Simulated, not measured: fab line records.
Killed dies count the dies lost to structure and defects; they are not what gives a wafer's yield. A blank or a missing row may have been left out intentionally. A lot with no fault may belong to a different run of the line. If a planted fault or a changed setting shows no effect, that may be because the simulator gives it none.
Matching of chambers + flow nandHarc + NHARC_A_CONTACT_DEP_29 on pecvd-02: 3 sister chambers
The step deposits SiON, target thk 70 nm. 3 wafers are shown with their chamber, then 8 later ones without.

## WAFERS, EACH WITH ITS CHAMBER
| wafer  | chamber | showerheadVppV (V) |
|--------|---------|--------------------|
| L077.4 | 1       | 1157               |
| L084.5 | 0       | 1018               |
| L083.2 | 2       | 1119               |

## WAFERS WITH NO CHAMBER GIVEN
| wafer  | showerheadVppV (V) |
|--------|--------------------|
| L083.3 | 1156               |
| L083.5 | 1115               |
| L087.1 | 1161               |
| L087.2 | 1118               |
| L087.6 | 1119               |
| L088.1 | 1131               |
| L088.2 | 1110               |
| L088.4 | 1130               |

## WHICH CHAMBER EACH ONE RAN IN
| wafer  | from the rows above | in truth                   |
|--------|---------------------|----------------------------|
| L083.3 | 1                   | 1                          |
| L083.5 | 2                   | 2                          |
| L087.1 | 1                   | 1                          |
| L087.2 | 2                   | 2                          |
| L087.6 | 2                   | 2                          |
| L088.1 | 2                   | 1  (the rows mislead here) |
| L088.2 | 2                   | 2                          |
| L088.4 | 2                   | 2                          |
Correct placement for 7 of the 8. Not placeable from these rows: 0. 1 placed wrongly.
How it was worked out, from the rows above alone: a wafer's distance from a chamber is the root of the sum, over the readings, of the square of ((its reading less the chamber's mean) divided by the reading's scatter). The wafer belongs to the nearest chamber; if the next one is less than 2 further off, it can't be placed. The mean given for a chamber averages the wafers shown for that chamber. The scatter (one wafer shown for each chamber): square how far every hidden wafer sits from the nearest shown wafer, average those squares and take the square root.
